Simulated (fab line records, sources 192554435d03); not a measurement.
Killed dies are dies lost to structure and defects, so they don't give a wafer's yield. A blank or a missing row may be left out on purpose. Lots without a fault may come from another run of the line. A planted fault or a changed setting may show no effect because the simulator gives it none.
Chamber matching | flow n5_finfet | N5_HKMG_FIN_ALD_74 on ald_hk-02: 4 sister chambers
The step deposits La2O3, target thk 0.5 nm, pulse time 6 s, co reactant pulse time 1 s. 4 wafers are shown with their chamber, then 7 later ones without.

WAFERS WITH THEIR CHAMBER
wafer  | chamber | heater_power_w (W)
L085.3 | 0       | 306
L085.4 | 2       | 291
L087.1 | 3       | 353
L087.4 | 1       | 293

WAFERS WITHOUT THEIR CHAMBER
wafer  | heater_power_w (W)
L087.5 | 307
L090.2 | 340
L090.4 | 306
L090.5 | 337
L093.1 | 301
L093.2 | 346
L093.6 | 305

WHICH CHAMBER EACH WENT THROUGH
wafer  | from the rows above          | in truth
L087.5 | can't be placed: 0 or 1 or 2 | 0
L090.2 | 3                            | 3
L090.4 | can't be placed: 0 or 1 or 2 | 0
L090.5 | can't be placed: 3 or 0      | 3
L093.1 | can't be placed: 0 or 1 or 2 | 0
L093.2 | 3                            | 3
L093.6 | can't be placed: 0 or 1 or 2 | 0
Placed correctly: 2 of 7. Can't be placed from these rows: 5 (the true chamber is among the candidates in 5). Placed wrongly: 0.
How it was worked out, from the rows above alone: a wafer's distance from a chamber is the root of the sum, over the readings, of the square of ((its reading less the chamber's mean) divided by the reading's scatter). The wafer belongs to the nearest chamber; if the next one is less than 2 further off, it can't be placed. A chamber's mean is the mean of its shown wafers. The scatter: with one shown wafer a chamber, the root of the mean of the squares of how far each hidden wafer lies from its nearest shown one.
